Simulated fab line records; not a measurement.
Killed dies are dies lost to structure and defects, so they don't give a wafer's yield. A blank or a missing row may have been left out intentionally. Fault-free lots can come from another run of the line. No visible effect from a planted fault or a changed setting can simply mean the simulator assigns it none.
Split-lot trial + flow n5-finfet + on a route of 1938 steps: 7 lots, 21 wafers read

== ABOUT THE SPLIT ==
At N5_BEOL_M12_SPUTTER_43 (material TaN, target thk 15 nm, time 24.19 s), the setting time-s was moved away from the recipe's 24.19 s on 7 of the 21 wafers read, by -11.3% to +13.4%. This setting was run at the recipe's value on the other wafers.

The reading comes from the split's own step.

== THE READING ==
TaN_of_BEOL_M12_SPUTTER_43.thk-nm (the simulator's own value, which no gauge read), in nm, at N5_BEOL_M12_SPUTTER_43 (material TaN, target thk 15 nm, time 24.19 s). The file gives no usual value for it. The 14 wafers here that ran the recipe average 14.9 nm, standard deviation 0.18 nm.

| wafer  | tool, chamber at the split | time-s as run, s | against the recipe | TaN_of_BEOL_M12_SPUTTER_43.thk-nm, nm | against lot-mates on the recipe |
|--------|----------------------------|------------------|--------------------|---------------------------------------|---------------------------------|
| L074.2 | pvd-sputter-03, -          | 24.19            | recipe             | 15                                    | -                               |
| L074.4 | pvd-sputter-03, -          | 24.19            | recipe             | 14.8                                  | -                               |
| L074.6 | pvd-sputter-03, -          | 24.19            | recipe             | 14.8                                  | -                               |
| L075.1 | pvd-sputter-01, -          | 24.19            | recipe             | 14.6                                  | -                               |
| L075.6 | pvd-sputter-01, -          | 24.19            | recipe             | 14.6                                  | -                               |
| L075.3 | pvd-sputter-01, -          | 24.19            | recipe             | 14.8                                  | -                               |
| L077.3 | pvd-sputter-02, -          | 24.19            | recipe             | 15                                    | -                               |
| L077.6 | pvd-sputter-02, -          | 24.19            | recipe             | 15                                    | -                               |
| L077.4 | pvd-sputter-02, -          | 24.19            | recipe             | 14.8                                  | -                               |
| L082.1 | pvd-sputter-01, -          | 27.43            | +13.4%             | 17                                    | +2.2                            |
| L082.2 | pvd-sputter-01, -          | 24.19            | recipe             | 14.8                                  | -                               |
| L082.3 | pvd-sputter-01, -          | 27.43            | +13.4%             | 16.8                                  | +2.0                            |
| L086.2 | pvd-sputter-02, -          | 24.19            | recipe             | 15                                    | -                               |
| L086.5 | pvd-sputter-02, -          | 24.19            | recipe             | 15.2                                  | -                               |
| L086.6 | pvd-sputter-02, -          | 21.46            | -11.3%             | 13.4                                  | -1.7                            |
| L090.1 | pvd-sputter-02, -          | 24.19            | recipe             | 15                                    | -                               |
| L090.3 | pvd-sputter-02, -          | 26.5             | +9.5%              | 16                                    | +1.0                            |
| L090.5 | pvd-sputter-02, -          | 26.5             | +9.5%              | 16.2                                  | +1.2                            |
| L092.1 | pvd-sputter-02, -          | 22.41            | -7.4%              | 14                                    | -1.2                            |
| L092.5 | pvd-sputter-02, -          | 22.41            | -7.4%              | 14                                    | -1.2                            |
| L092.4 | pvd-sputter-02, -          | 24.19            | recipe             | 15.2                                  | -                               |

THE FIT
A straight line over all 21 wafers: TaN_of_BEOL_M12_SPUTTER_43.thk-nm changes by +0.137 nm for each +1% of time-s; r = +0.98; the points scatter about the line by 0.18 nm.
The same after taking each lot's own level away (the mean of its wafers on the recipe; 21 wafers): +0.148 nm for each +1%; r = +0.99; scatter 0.14 nm.
The reading moves by 2 nm for the largest change in time-s, on that fit.
The span of the lots' own levels, 14.67 to 15.20 nm, comes to 2.9 times the standard deviation stated above.
Consequently the slope shifts little with the lot-to-lot level, the two slopes agreeing.
Check: for one of the wafers moved furthest among these (+13.4%), held out of the fit, the line's prediction against its lot-mates is +1.86 nm. Against them it came out at +2.2 nm.

== THESE WAFERS: OTHER SPLITS ==
Before the reading, these wafers also passed through other splits. Each is held against what the fit with the lots' levels taken away leaves over:
| other split on the same wafers    | wafers away from the commonest value | r with TaN_of_BEOL_M12_SPUTTER_43.thk-nm (lot level and that fit taken away) |
|-----------------------------------|--------------------------------------|------------------------------------------------------------------------------|
| N5_BEOL_M10_ETCH_61 cf4-flow-sccm | 6                                    | -0.20                                                                        |
| N5_BEOL_M11_VIA_ETCH_34 time-s    | 6                                    | -0.17                                                                        |
| N5_BEOL_M11_CURE_72 time-s        | 5                                    | -0.25                                                                        |
| N5_BEOL_M12_TRENCH_ETCH_34 time-s | 9                                    | +0.22                                                                        |

== THE FILE'S OWN FIT ==
TaN_of_BEOL_M12_SPUTTER_43.thk-nm changes by +0.147 nm for each +1% of time-s, r = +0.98.
